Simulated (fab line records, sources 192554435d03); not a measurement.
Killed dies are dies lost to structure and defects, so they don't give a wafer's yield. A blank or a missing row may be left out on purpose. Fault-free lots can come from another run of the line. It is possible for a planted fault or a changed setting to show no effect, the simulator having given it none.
fab line records	flow n5Finfet
[record] lots = 24	wafers = 72	lastDay = 18
route steps=1938 shown BEOL_M3@948
lots with no fault: from the same line, run without faults
startH: hours from the record's opening day to when the first of the lot's shown wafers began	waitH: how many hours have passed since the lot's step before this one	" unchanged from the row above	L1.1+2: one row covering several wafers at once	- no value, or no start given	* or withheld: withheld	< > ~ a bound
route shown NAME@n: NAME is a module with steps in the file, n the number in the route of the first one	usual: the fault-free wafers' mean and standard deviation	same: alike in all rows	chamber/n: place in a boat	sites: the reading at each site	_std_site: standard deviation across them	_edge_site: the outer-site mean with the inner-site mean subtracted	radiusMm: how far each site lies from the wafer's centre	mask NAME#n: copy n	behind: the most recent tool/chamber to have shaped the wafer	hold: reason for holding the lot/hours on hold/outcome of the hold	device: names the non-switching transistor (n, p or np)	end of line: at the end of the route, the tests of the same wafers	a step given without rows: its recipe and nothing more	killed: at the first sort, the dies lost to defects and structure; wafer yield is something else	map: shows each die of a wafer: x if killed, . if not, _ if none is there
set.NAME: the setting that was run; set.NAME@STEP: the one run at that earlier step	model.NAME: the simulator's own value behind a step, which no gauge read
steps of the route over a sample of lots; a table a step, a row a wafer
services: the hour from which a tool's chamber was out of use, counted from the record's first day as startH (under 0 if before that day), plus the number of hours and why
[[steps]]
[step N5_BEOL_M3_ETCH_74]
[recipe] chemistry = N2/H2	target = underlayer	targetDepthA = 65	maskMaterial = CAR-EUV	timeS = 5.2	ionEnergyEv = 200	pressureMtorr = 30	sourceW = 840	biasW = 150	n2FlowSccm = 200	h2FlowSccm = 200	ends = cleared
[usual] drypumpMotorCurrentA = 5.5/0.42	etchRfOnTimeS = 5.25/0.12	oesProductAu = 0.66/0.067	rfFwdPowerW = 819.2/2.3	rfVppV = 522.8/2.9	showerheadPlenumPTorr = 2.51/0.086	throttleValvePct = 17.96/0.22
lot.wafer	tool	chamber	startH	waitH	drypumpMotorCurrentA	etchRfOnTimeS	oesProductAu	rfFwdPowerW	rfHoursCounterH	rfVppV	showerheadPlenumPTorr	throttleValvePct
L074.3	rieDiel-03	0	136.75	0.0	5.7	5.41	0.64	817.5	130	517.5	2.36	18.04
L074.4	"	3	"	"	5.7	5.42	0.66	818.2	138	521.8	2.45	18.14
L074.5	"	2	"	"	5.2	5.23	0.63	819.6	-	527.1	2.65	18.06
L075.2	rieDiel-06	1	152.19	0.0	5.8	5.10	0.66	820.5	151	520.6	2.45	18.21
L075.5	"	1	"	"	5.8	5.07	0.66	821.7	-	521.1	2.45	18.18
L075.6	"	0	"	"	6.4	5.34	0.68	818.5	-	524.0	2.57	17.64
L076.4	rieDiel-06	0	155.57	0.0	6.4	5.42	0.67	821.5	75	526.0	2.57	17.64
L076.5	"	0	"	"	6.4	5.38	0.67	818.9	-	525.6	2.57	17.64
L076.6	"	3	"	"	5.1	5.24	0.83	815.5	-	523.0	2.61	17.47
L077.2	rieDiel-03	2	158.11	0.0	5.1	5.33	0.63	820.7	166	524.9	2.65	18.04
L077.3	"	3	"	"	5.8	5.37	0.65	818.8	144	520.1	2.44	18.15
L077.4	"	1	"	"	5.6	5.19	0.63	818.1	180	525.8	2.54	17.89
L078.2	rieDiel-03	1	162.84	0.0	5.6	5.24	0.62	817.3	183	522.8	2.54	17.89
L078.4	"	3	"	"	5.7	5.33	0.65	823.7	-	519.9	2.44	18.17
L078.6	"	1	"	"	5.7	5.24	0.62	819.8	-	523.6	2.54	17.88
L079.4	rieDiel-04	3	164.64	0.0	4.9	4.98	0.63	821.1	-	525.7	2.53	17.97
L079.5	"	2	"	"	4.8	5.24	0.76	821.4	-	520.8	2.49	17.60
L079.6	"	0	"	"	6.0	5.11	0.68	819.8	-	520.6	2.46	17.96
L080.2	rieDiel-03	2	181.69	0.0	5.1	5.31	0.62	820.8	174	525.6	2.64	18.10
L080.5	"	3	"	"	5.7	5.39	0.63	820.1	-	519.7	2.44	18.17
L080.6	"	1	"	"	5.6	5.20	0.62	822.6	-	523.4	2.54	17.90
L081.2	rieDiel-04	2	190.14	0.0	4.8	5.31	0.74	819.6	35	520.7	2.49	17.65
L081.3	"	0	"	"	6.1	5.06	0.69	821.5	127	520.2	2.46	17.98
L081.5	"	1	"	"	5.5	4.95	0.85	820.9	-	527.2	2.59	18.09
L082.2	rieDiel-03	0	209.69	0.0	5.7	5.38	0.63	822.7	141	517.1	2.35	18.06
L082.4	"	3	"	"	5.7	5.36	0.63	816.1	164	521.1	2.43	18.20
L082.5	"	0	"	"	5.7	5.34	0.63	819.5	-	516.1	2.35	18.08
L083.2	rieDiel-03	2	209.92	0.0	5.2	5.23	0.62	821.8	185	526.4	2.64	18.13
L083.3	"	0	"	"	5.7	5.34	0.64	820.0	141	520.8	2.35	18.07
L083.6	"	0	"	"	5.7	5.32	0.64	815.2	-	517.6	2.35	18.07
L084.1	rieDiel-03	3	224.69	0.0	5.8	5.32	0.63	818.3	168	520.5	2.43	18.19
L084.5	"	0	"	"	5.7	5.43	0.63	817.2	-	515.7	2.35	18.06
L084.6	"	3	"	"	5.8	5.27	0.63	820.8	-	521.0	2.43	18.20
L085.3	rieDiel-06	3	226.12	0.0	5.0	5.20	0.78	821.9	23	526.9	2.60	17.49
L085.4	"	0	"	"	6.4	5.41	0.66	816.5	93	527.7	2.57	17.68
L085.5	"	2	"	"	5.7	5.29	0.58	820.0	-	522.0	2.50	17.78
L086.2	rieDiel-04	3	226.32	0.0	5.0	5.06	0.61	817.3	209	523.7	2.52	18.01
L086.3	"	0	"	"	6.0	5.14	0.68	815.0	138	521.9	2.46	17.97
L086.5	"	2	"	"	4.9	5.22	0.73	815.1	-	523.3	2.49	17.65
L087.3	rieDiel-04	3	228.67	0.0	4.9	5.05	0.62	822.4	210	523.3	2.52	18.01
L087.5	"	2	"	"	4.9	5.30	0.73	818.3	-	521.8	2.49	17.63
L087.6	"	3	"	"	4.9	5.06	0.61	823.6	-	523.3	2.52	18.01
L088.1	rieDiel-03	0	232.30	0.0	5.7	5.48	0.62	818.2	149	519.7	2.35	18.05
L088.2	"	1	"	"	5.6	5.37	0.60	816.3	207	522.1	2.53	17.93
L088.3	"	2	"	"	5.2	5.28	0.60	823.2	192	526.0	2.64	18.14
L089.1	rieDiel-06	1	240.29	0.0	5.8	5.14	0.65	823.2	173	520.7	2.44	18.22
L089.3	"	2	"	"	5.7	5.40	0.57	814.4	218	523.8	2.50	17.80
L089.6	"	3	"	"	5.0	5.27	0.77	817.1	-	525.8	2.60	17.52
L091.1	rieDiel-03	2	249.14	0.0	5.2	5.24	0.60	818.5	197	525.7	2.63	18.11
L091.3	"	3	"	"	5.7	5.41	0.62	823.3	176	520.1	2.43	18.19
L091.4	"	0	"	"	5.7	5.41	0.61	820.8	154	518.1	2.35	18.09
L090.2	rieDiel-06	2	250.96	0.0	5.7	5.32	0.58	819.5	221	523.1	2.49	17.80
L090.3	"	3	"	"	5.0	5.21	0.78	819.9	30	526.5	2.60	17.54
L090.6	"	0	"	"	6.4	5.29	0.66	819.2	-	524.2	2.56	17.69
L092.1	rieDiel-06	2	262.88	0.0	5.6	5.32	0.58	820.6	224	522.4	2.49	17.79
L092.3	"	3	"	"	5.0	5.21	0.76	815.7	33	525.0	2.59	17.52
L092.6	"	1	"	"	5.8	5.12	0.64	823.8	-	521.4	2.44	18.24
L093.1	rieDiel-04	1	268.21	0.0	5.6	4.99	0.79	818.0	29	529.2	2.58	18.14
L093.3	"	0	"	"	6.0	5.06	0.67	820.7	150	521.8	2.45	18.03
L093.6	"	2	"	"	4.8	5.27	0.71	819.2	-	521.9	2.48	17.67
L094.2	rieDiel-03	0	273.00	0.0	5.7	5.35	0.62	815.3	162	518.4	2.34	18.11
L094.3	"	1	"	"	5.6	5.20	0.61	818.3	220	522.9	2.52	17.95
L094.6	"	1	"	"	5.6	5.24	0.59	817.1	-	521.9	2.52	17.94
L095.1	rieDiel-04	2	275.40	0.0	4.8	5.37	0.70	822.9	63	523.1	2.48	17.70
L095.2	"	0	"	"	6.0	5.13	0.65	820.3	153	521.1	2.45	18.02
L095.5	"	1	"	"	5.5	5.08	0.78	818.9	-	527.0	2.58	18.15
L096.1	rieDiel-03	3	275.89	0.0	5.7	5.29	0.63	819.4	184	519.4	2.43	18.21
L096.3	"	1	"	"	5.7	5.17	0.59	825.1	221	524.2	2.52	17.95
L096.4	"	2	"	"	5.2	5.29	0.60	813.9	205	526.6	2.63	18.15
L097.1	rieDiel-03	1	292.77	0.0	5.6	5.25	0.59	819.7	228	522.6	2.52	17.98
L097.2	"	3	"	"	5.7	5.35	0.61	813.2	191	521.8	2.42	18.24
L097.5	"	3	"	"	5.7	5.36	0.61	817.6	-	521.4	2.42	18.22
[step N5_BEOL_M3_CD_MEAS_35]
[recipe] targetCdNm = 18	targetCdYNm = 21	polarity = opening
[usual] cdNm = 18.1/0.35
lot.wafer	tool	chamber	startH	waitH	cdNm
L074.3	cdSem-03	-	145.12	0.0	18.5
L074.4	"	-	"	"	18.1
L074.5	"	-	"	"	17.5
L075.2	cdSem-02	-	154.51	0.0	18.0
L075.5	"	-	"	"	18.5
L075.6	"	-	"	"	18.5
L076.4	cdSem-02	-	159.47	0.0	18.7
L076.5	"	-	"	"	18.2
L076.6	"	-	"	"	17.7
L077.2	cdSem-02	-	160.20	0.0	17.7
L077.3	"	-	"	"	18.2
L077.4	"	-	"	"	17.8
L079.4	cdSem-02	-	169.27	0.0	17.9
L079.5	"	-	"	"	18.0
L079.6	"	-	"	"	18.4
L078.2	cdSem-03	-	170.75	0.0	17.7
L078.4	"	-	"	"	17.9
L078.6	"	-	"	"	17.7
L080.2	cdSem-03	-	185.35	0.0	17.8
L080.5	"	-	"	"	18.1
L080.6	"	-	"	"	17.6
L081.2	cdSem-01	-	204.00	0.0	17.7
L081.3	"	-	"	"	18.6
L081.5	"	-	"	"	18.2
L082.2	cdSem-01	-	211.92	0.0	18.2
L082.4	"	-	"	"	18.1
L082.5	"	-	"	"	18.6
L083.2	cdSem-02	-	213.63	0.0	18.3
L083.3	"	-	"	"	17.9
L083.6	"	-	"	"	18.1
L084.1	cdSem-03	-	228.64	0.0	17.6
L084.5	"	-	"	"	17.8
L084.6	"	-	"	"	17.7
L085.3	cdSem-02	-	228.80	0.0	18.6
L085.4	"	-	"	"	18.3
L085.5	"	-	"	"	17.8
L086.2	cdSem-03	-	229.26	0.0	17.4
L086.3	"	-	"	"	17.9
L086.5	"	-	"	"	17.9
L087.3	cdSem-01	-	232.24	0.0	17.9
L087.5	"	-	"	"	18.2
L087.6	"	-	"	"	17.9
L088.1	cdSem-03	-	236.42	0.0	18.2
L088.2	"	-	"	"	17.5
L088.3	"	-	"	"	17.9
L089.1	cdSem-03	-	245.34	0.0	17.9
L089.3	"	-	"	"	17.7
L089.6	"	-	"	"	17.6
L091.1	cdSem-01	-	255.61	0.0	18.8
L091.3	"	-	"	"	18.3
L091.4	"	-	"	"	17.7
L090.2	cdSem-01	-	259.53	0.0	18.3
L090.3	"	-	"	"	18.1
L090.6	"	-	"	"	18.5
L092.1	cdSem-01	-	267.64	0.0	18.3
L092.3	"	-	"	"	17.8
L092.6	"	-	"	"	18.3
L093.1	cdSem-01	-	274.63	0.0	18.6
L093.3	"	-	"	"	18.3
L093.6	"	-	"	"	18.8
L094.2	cdSem-03	-	277.25	0.0	18.0
L094.3	"	-	"	"	17.5
L094.6	"	-	"	"	17.7
L095.1	cdSem-01	-	292.61	0.0	18.1
L095.2	"	-	"	"	17.9
L095.5	"	-	"	"	18.2
L096.1	cdSem-01	-	294.71	0.0	18.1
L096.3	"	-	"	"	18.1
L096.4	"	-	"	"	19.0
L097.1	cdSem-03	-	298.11	0.0	18.0
L097.2	"	-	"	"	18.2
L097.5	"	-	"	"	17.7
[step N5_BEOL_M3_DEGAS_44]
[recipe] ambient = vacuum	tempC = 250	timeS = 60
[usual] heaterPowerW = 348/51
lot.wafer	tool	chamber	startH	waitH	heaterPowerW
L074.3	pvdSputter-01	-	145.61	0.5	383
L074.4	"	-	"	"	325
L074.5	"	-	"	"	270
L075.2	pvdSputter-02	-	154.93	0.4	419
L075.5	"	-	"	"	352
L075.6	"	-	"	"	420
L076.4	pvdSputter-01	-	159.77	0.3	381
L076.5	"	-	"	"	277
L076.6	"	-	"	"	287
L077.2	pvdSputter-02	-	160.24	0.0	345
L077.3	"	-	"	"	429
L077.4	"	-	"	"	421
L079.4	pvdSputter-03	-	169.36	0.1	317
L079.5	"	-	"	"	293
L079.6	"	-	"	"	346
L078.2	pvdSputter-02	-	171.45	0.7	356
L078.4	"	-	"	"	331
L078.6	"	-	"	"	431
L080.2	pvdSputter-02	-	185.70	0.4	332
L080.5	"	-	"	"	416
L080.6	"	-	"	"	341
L081.2	pvdSputter-03	-	204.55	0.6	311
L081.3	"	-	"	"	353
L081.5	"	-	"	"	305
L082.2	pvdSputter-02	-	212.33	0.4	430
L082.4	"	-	"	"	342
L082.5	"	-	"	"	423
L083.2	pvdSputter-01	-	214.18	0.5	280
L083.3	"	-	"	"	326
L083.6	"	-	"	"	285
L084.1	pvdSputter-02	-	228.91	0.3	331
L084.5	"	-	"	"	350
L084.6	"	-	"	"	426
L085.3	pvdSputter-02	-	228.99	0.2	335
L085.4	"	-	"	"	347
L085.5	"	-	"	"	425
L086.2	pvdSputter-02	-	229.31	0.0	419
L086.3	"	-	"	"	348
L086.5	"	-	"	"	359
L087.3	pvdSputter-01	-	232.79	0.6	276
L087.5	"	-	"	"	284
L087.6	"	-	"	"	396
L088.1	pvdSputter-01	-	236.73	0.3	387
L088.2	"	-	"	"	325
L088.3	"	-	"	"	280
L089.1	pvdSputter-01	-	245.43	0.1	271
L089.3	"	-	"	"	386
L089.6	"	-	"	"	277
L091.1	pvdSputter-03	-	256.02	0.4	292
L091.3	"	-	"	"	352
L091.4	"	-	"	"	309
L090.2	pvdSputter-03	-	259.62	0.1	288
L090.3	"	-	"	"	346
L090.6	"	-	"	"	355
L092.1	pvdSputter-02	-	267.85	0.2	417
L092.3	"	-	"	"	424
L092.6	"	-	"	"	339
L093.1	pvdSputter-01	-	274.67	0.0	285
L093.3	"	-	"	"	266
L093.6	"	-	"	"	285
L094.2	pvdSputter-02	-	277.29	0.0	360
L094.3	"	-	"	"	434
L094.6	"	-	"	"	421
L095.1	pvdSputter-03	-	292.72	0.1	316
L095.2	"	-	"	"	352
L095.5	"	-	"	"	349
L096.1	pvdSputter-01	-	294.95	0.2	321
L096.3	"	-	"	"	285
L096.4	"	-	"	"	272
L097.1	pvdSputter-01	-	298.34	0.2	392
L097.2	"	-	"	"	331
L097.5	"	-	"	"	269
[step N5_BEOL_M3_SURFACE_TREAT_85]
[recipe] gas = Ar	timeS = *	ionEnergyEv = *	ionCurrentMaCm2 = 0.5	pressureMtorr = *	arFlowSccm = 30
[usual] throttleValvePct = *
lot.wafer	tool	chamber	startH	waitH	throttleValvePct
L074.3	pvdSputter-03	-	146.02	0.2	*
L074.4	"	-	"	"	*
L074.5	"	-	"	"	*
L075.2	pvdSputter-03	-	155.33	0.2	*
L075.5	"	-	"	"	*
L075.6	"	-	"	"	*
L076.4	pvdSputter-02	-	160.08	0.1	*
L076.5	"	-	"	"	*
L076.6	"	-	"	"	*
L077.2	pvdSputter-01	-	160.57	0.1	*
L077.3	"	-	"	"	*
L077.4	"	-	"	"	*
L079.4	pvdSputter-01	-	169.78	0.2	*
L079.5	"	-	"	"	*
L079.6	"	-	"	"	*
L078.2	pvdSputter-02	-	171.85	0.2	*
L078.4	"	-	"	"	*
L078.6	"	-	"	"	*
L080.2	pvdSputter-02	-	186.03	0.1	*
L080.5	"	-	"	"	*
L080.6	"	-	"	"	*
L081.2	pvdSputter-03	-	204.88	0.1	*
L081.3	"	-	"	"	*
L081.5	"	-	"	"	*
L082.2	pvdSputter-02	-	213.03	0.4	*
L082.4	"	-	"	"	*
L082.5	"	-	"	"	*
L083.2	pvdSputter-01	-	214.66	0.3	*
L083.3	"	-	"	"	*
L083.6	"	-	"	"	*
L084.1	pvdSputter-02	-	229.27	0.1	*
L084.5	"	-	"	"	*
L084.6	"	-	"	"	*
L085.3	pvdSputter-03	-	229.48	0.2	*
L085.4	"	-	"	"	*
L085.5	"	-	"	"	*
L086.2	pvdSputter-01	-	230.35	0.6	*
L086.3	"	-	"	"	*
L086.5	"	-	"	"	*
L087.3	pvdSputter-03	-	233.30	0.1	*
L087.5	"	-	"	"	*
L087.6	"	-	"	"	*
L088.1	pvdSputter-02	-	237.23	0.3	*
L088.2	"	-	"	"	*
L088.3	"	-	"	"	*
L089.1	pvdSputter-01	-	245.79	0.2	*
L089.3	"	-	"	"	*
L089.6	"	-	"	"	*
L091.1	pvdSputter-03	-	256.54	0.3	*
L091.3	"	-	"	"	*
L091.4	"	-	"	"	*
L090.2	pvdSputter-01	-	260.09	0.1	*
L090.3	"	-	"	"	*
L090.6	"	-	"	"	*
L092.1	pvdSputter-01	-	268.21	0.1	*
L092.3	"	-	"	"	*
L092.6	"	-	"	"	*
L093.1	pvdSputter-01	-	275.04	0.2	*
L093.3	"	-	"	"	*
L093.6	"	-	"	"	*
L094.2	pvdSputter-03	-	278.57	0.8	*
L094.3	"	-	"	"	*
L094.6	"	-	"	"	*
L095.1	pvdSputter-02	-	293.11	0.2	*
L095.2	"	-	"	"	*
L095.5	"	-	"	"	*
L096.1	pvdSputter-03	-	295.30	0.1	*
L096.3	"	-	"	"	*
L096.4	"	-	"	"	*
L097.1	pvdSputter-02	-	298.79	0.2	*
L097.2	"	-	"	"	*
L097.5	"	-	"	"	*
[step N5_BEOL_M3_SPUTTER_90]
[recipe] material = Cu	targetThkA = 45	tempC = -20	chamberPressurePa = 0.07	powerW = withheld	timeS = 8.29
[usual] throttleValvePct = 29.6/1.1
lot.wafer	tool	chamber	startH	waitH	throttleValvePct
L074.3	pvdSputter-01	-	147.55	0.1	29.3
L074.4	"	-	"	"	30.6
L074.5	"	-	"	"	28.2
L075.2	pvdSputter-03	-	156.65	0.1	30.2
L075.5	"	-	"	"	30.2
L075.6	"	-	"	"	28.8
L076.4	pvdSputter-02	-	161.43	0.1	29.8
L076.5	"	-	"	"	30.8
L076.6	"	-	"	"	31.0
L077.2	pvdSputter-01	-	161.92	0.1	30.9
L077.3	"	-	"	"	29.2
L077.4	"	-	"	"	30.5
L079.4	pvdSputter-01	-	171.36	0.0	29.3
L079.5	"	-	"	"	30.6
L079.6	"	-	"	"	30.5
L078.2	pvdSputter-02	-	173.25	0.1	30.5
L078.4	"	-	"	"	29.8
L078.6	"	-	"	"	30.2
L080.2	pvdSputter-03	-	188.48	0.1	27.3
L080.5	"	-	"	"	30.1
L080.6	"	-	"	"	27.0
L081.2	pvdSputter-01	-	206.20	0.1	29.5
L081.3	"	-	"	"	30.4
L081.5	"	-	"	"	30.4
L082.2	pvdSputter-03	-	214.52	0.1	30.2
L082.4	"	-	"	"	29.0
L082.5	"	-	"	"	30.2
L083.2	pvdSputter-01	-	216.10	0.1	29.3
L083.3	"	-	"	"	30.6
L083.6	"	-	"	"	28.3
L084.1	pvdSputter-03	-	230.62	0.1	30.6
L084.5	"	-	"	"	28.9
L084.6	"	-	"	"	30.2
L085.3	pvdSputter-02	-	230.81	0.1	30.8
L085.4	"	-	"	"	30.9
L085.5	"	-	"	"	29.7
L086.2	pvdSputter-03	-	232.46	0.1	28.8
L086.3	"	-	"	"	30.3
L086.5	"	-	"	"	27.2
L087.3	pvdSputter-03	-	234.68	0.1	28.8
L087.5	"	-	"	"	30.1
L087.6	"	-	"	"	27.2
L088.1	pvdSputter-01	-	238.61	0.1	29.6
L088.2	"	-	"	"	30.7
L088.3	"	-	"	"	30.4
L089.1	pvdSputter-01	-	247.29	0.1	30.6
L089.3	"	-	"	"	28.2
L089.6	"	-	"	"	29.2
L091.1	pvdSputter-03	-	258.04	0.1	30.4
L091.3	"	-	"	"	28.8
L091.4	"	-	"	"	30.1
L090.2	pvdSputter-01	-	261.47	0.1	30.8
L090.3	"	-	"	"	30.4
L090.6	"	-	"	"	28.0
L092.1	pvdSputter-01	-	269.63	0.1	30.7
L092.3	"	-	"	"	30.6
L092.6	"	-	"	"	30.5
L093.1	pvdSputter-02	-	276.43	0.1	30.6
L093.3	"	-	"	"	30.8
L093.6	"	-	"	"	30.7
L094.2	pvdSputter-03	-	280.17	0.1	28.5
L094.3	"	-	"	"	27.3
L094.6	"	-	"	"	27.5
L095.1	pvdSputter-02	-	294.77	0.1	29.7
L095.2	"	-	"	"	31.0
L095.5	"	-	"	"	29.7
L096.1	pvdSputter-03	-	296.64	0.1	27.2
L096.3	"	-	"	"	30.1
L096.4	"	-	"	"	28.6
L097.1	pvdSputter-03	-	300.22	0.1	27.5
L097.2	"	-	"	"	28.6
L097.5	"	-	"	"	28.8
[step N5_BEOL_M3_CO_CAP_55]
[recipe] material = Co	targetThkA = 20	tempC = 200	precursor = CCTBA/H2	pressureTorr = 30	timeS = 102.1
[usual] heaterPowerW = 249/23
lot.wafer	tool	chamber	startH	waitH	heaterPowerW
L074.3	cvdCo-01	2	149.08	0.0	244
L074.4	"	2	"	"	247
L074.5	"	0	"	"	252
L075.2	cvdCo-01	2	158.17	0.0	249
L075.5	"	1	"	"	215
L075.6	"	2	"	"	250
L076.4	cvdCo-01	2	163.16	0.0	249
L076.5	"	0	"	"	256
L076.6	"	1	"	"	211
L077.2	cvdCo-01	2	163.44	0.0	252
L077.3	"	1	"	"	213
L077.4	"	1	"	"	210
L079.4	cvdCo-02	1	173.08	0.0	282
L079.5	"	2	"	"	229
L079.6	"	0	"	"	255
L078.2	cvdCo-01	2	174.79	0.0	248
L078.4	"	0	"	"	255
L078.6	"	1	"	"	204
L080.2	cvdCo-01	2	190.01	0.0	246
L080.5	"	1	"	"	209
L080.6	"	0	"	"	258
L081.2	cvdCo-01	1	207.73	0.0	208
L081.3	"	0	"	"	262
L081.5	"	1	"	"	210
L082.2	cvdCo-02	0	216.43	0.0	255
L082.4	"	2	"	"	231
L082.5	"	1	"	"	286
L083.2	cvdCo-02	2	217.99	0.0	231
L083.3	"	1	"	"	283
L083.6	"	1	"	"	289
L084.1	cvdCo-02	2	232.14	0.0	236
L084.5	"	1	"	"	289
L084.6	"	0	"	"	263
L085.3	cvdCo-01	1	232.42	0.0	208
L085.4	"	2	"	"	248
L085.5	"	1	"	"	210
L086.2	cvdCo-02	2	233.98	0.0	237
L086.3	"	1	"	"	282
L086.5	"	0	"	"	263
L087.3	cvdCo-02	2	236.40	0.0	236
L087.5	"	2	"	"	233
L087.6	"	1	"	"	283
L088.1	cvdCo-02	1	240.14	0.0	285
L088.2	"	2	"	"	236
L088.3	"	0	"	"	254
L089.1	cvdCo-02	0	248.82	0.0	256
L089.3	"	2	"	"	233
L089.6	"	1	"	"	289
L091.1	cvdCo-01	0	259.56	0.0	255
L091.3	"	1	"	"	205
L091.4	"	1	"	"	213
L090.2	cvdCo-02	2	263.11	0.0	228
L090.3	"	0	"	"	257
L090.6	"	0	"	"	263
L092.1	cvdCo-02	1	271.16	0.0	280
L092.3	"	0	"	"	249
L092.6	"	0	"	"	261
L093.1	cvdCo-01	0	278.03	0.0	261
L093.3	"	1	"	"	208
L093.6	"	1	"	"	211
L094.2	cvdCo-01	0	281.70	0.0	254
L094.3	"	2	"	"	257
L094.6	"	0	"	"	248
L095.1	cvdCo-02	1	296.30	0.0	298
L095.2	"	0	"	"	258
L095.5	"	1	"	"	288
L096.1	cvdCo-01	0	298.17	0.0	259
L096.3	"	1	"	"	215
L096.4	"	0	"	"	262
L097.1	cvdCo-02	2	301.74	0.0	235
L097.2	"	0	"	"	263
L097.5	"	1	"	"	283
[[services]]
tool	chamber	startH	hours	kind
cvdCo-02	1	114.67	-	clean
cvdCo-02	1	114.67	22.0	scheduledDown
cvdCo-02	1	114.67	22.0	ventCycle
pvdSputter-03	-	118.41	4.7	repair
pvdSputter-01	-	119.28	0.6	repair
rieDiel-06	3	124.83	-	clean
rieDiel-06	3	124.83	-	consumableReplace:focusRing
rieDiel-06	3	124.83	16.8	scheduledDown
rieDiel-06	3	124.83	16.8	ventCycle
rieDiel-04	3	133.22	25.4	repair
rieDiel-04	-	156.34	0.4	repair
rieDiel-04	1	158.58	-	clean
rieDiel-04	1	158.58	-	consumableReplace:focusRing
rieDiel-04	1	158.58	11.0	scheduledDown
rieDiel-04	1	158.58	11.0	ventCycle
rieDiel-03	0	159.43	22.4	repair
rieDiel-06	-	162.87	1.0	repair
rieDiel-06	1	168.49	4.1	repair
rieDiel-03	0	188.15	20.7	repair
cvdCo-02	-	225.47	2.8	pm
rieDiel-06	3	270.89	5.3	repair
cvdCo-02	2	273.88	8.6	repair
rieDiel-06	2	275.62	3.6	repair
[[key]]
fault none
